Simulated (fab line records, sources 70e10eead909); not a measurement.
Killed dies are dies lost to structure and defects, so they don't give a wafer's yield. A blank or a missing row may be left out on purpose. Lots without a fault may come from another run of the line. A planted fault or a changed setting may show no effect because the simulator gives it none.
A struck lot beside a sound one | flow nand_harc | 14 steps out of a route of 1302
Sound: wafers L530.3, L530.5, L530.6. Struck: wafers L541.3, L541.4, L541.5. The cause comes at the end.
At each step with rows: each side's tool, then ch and its chambers, then its first start. Under that, the readings that differ: sound wafers | struck wafers | difference of the means | sigmas: that difference in standard deviations of wafers without a fault.
alike: readings whose means differ by less than 2 such deviations, and words and numbers that are the same on both sides. not compared: withheld readings, readings that some wafer has no value for, bounds like >300 that may hide the same value, and numbers for which the record gives no deviation and whose values overlap.
The two part at a step that has a row with sigmas, a row that says differs or no value, or rows on one side only. Numbers that don't overlap but have no deviation are shown without sigmas and don't part them. A reading that every wafer of one side lacks parts them only if that side has two wafers or more.

first, 1 step without rows for these wafers: NHARC_A_BLC_DESCUM_15 (chemistry O2, time 3 s).
NHARC_A_BLC_ETCH_16: etches the open film in CF4, target depth 39 nm, time 65 s.
  sound on rie_diel-09 ch 0,1,3, day 22 13:15; struck on rie_diel-13 ch 1,2,3, day 27 13:41
  alike: drypump_motor_current_A, oes_product_au, rf_vpp_V, showerhead_plenum_p_Torr, throttle_valve_pct
  not compared: rf_hours_counter_h
NHARC_A_BLC_ETCH_17: etches the open film in N2/H2, target depth 390 nm, time 609.38 s.
  sound on rie_diel-09 ch 0,1,3; struck on rie_diel-13 ch 0,1,2
  alike: drypump_motor_current_A, oes_product_au, rf_vpp_V, showerhead_plenum_p_Torr, throttle_valve_pct
  not compared: rf_hours_counter_h
NHARC_A_BLC_ETCH_18: etches the open film in C4F8/O2/Ar, target depth 910 nm.
  sound on rie_diel-09 ch 0,3; struck on rie_diel-13 ch 1,2
  reading               | sound             | struck            | difference | sigmas
  oes_product_au (a.u.) | 0.979 0.984 0.983 | 0.922 0.934 0.927 | -0.054     | -2
  alike: rf_vpp_V
  not compared: rf_hours_counter_h
NHARC_A_BLC_CD_MEAS_19:
  sound on cd_sem-02, day 22 14:08; struck on cd_sem-03, day 27 14:34
  reading    | sound             | struck         | difference | sigmas
  cd_nm (nm) | 105.3 102.5 102.3 | 97.8 97.4 98.2 | -5.6       | -2
NHARC_A_BLC_STRIP_29: strips in CF4.
  sound on rie_diel-13 ch 1,2,3, day 22 14:13; struck on rie_diel-07 ch 0,2, day 27 14:38
  alike: drypump_motor_current_A, oes_product_au, rf_vpp_V, showerhead_plenum_p_Torr, throttle_valve_pct
  not compared: rf_hours_counter_h
then, 4 steps without rows for these wafers: NHARC_A_BLC_STRIP_21 (strips in O2); NHARC_A_BLC_STRIP_22 (strips in post etch residue remover, time 600 s); NHARC_A_BLC_DEGAS_30 (time 60 s); NHARC_A_BLC_PRE_CLEAN_31 (time 15 s).
NHARC_A_BLC_PVD_32: deposits Ti, target thk 5 nm, time 17.7 s.
  sound on pvd_sputter-03; struck on pvd_sputter-03
  alike: cathode_dc_power_W, throttle_valve_pct
then, 1 step without rows for these wafers: NHARC_A_BLC_ALD_23 (deposits TiN, target thk 3 nm, pulse time 1 s, ald cycles 150).
NHARC_A_BLC_CVD_24: deposits W, target thk 150 nm, time 434 s.
  sound on cvd_w-02 ch 0,1, day 22 15:23; struck on cvd_w-01 ch 0,1, day 27 16:26
  reading            | sound       | struck      | difference | sigmas
  heater_power_w (W) | 457 459 453 | 498 525 525 | +60        | +2
  alike: throttle_valve_pct
  not compared: since_wet_clean_h
NHARC_A_BLC_CMP_25: polishes, t overpolish 30 s, target thk 150 nm.
  sound on cmp-02 ch 0,3, day 22 15:44; struck on cmp-02 ch 0,1,2, day 27 16:56
  reading                | sound          | struck         | difference | sigmas
  time_to_endpoint_s (s) | 35.7 31.8 36.5 | 62.5 62.8 62.6 | +28.0      | +10
  alike: edge_zone_pressure_frac, motor_current_A, overpolish_run_s, slurry_flow_ml_min

WHERE THEY PART
First at NHARC_A_BLC_ETCH_18; last, within this record, at NHARC_A_BLC_CMP_25.

WHY: what the simulator had put in
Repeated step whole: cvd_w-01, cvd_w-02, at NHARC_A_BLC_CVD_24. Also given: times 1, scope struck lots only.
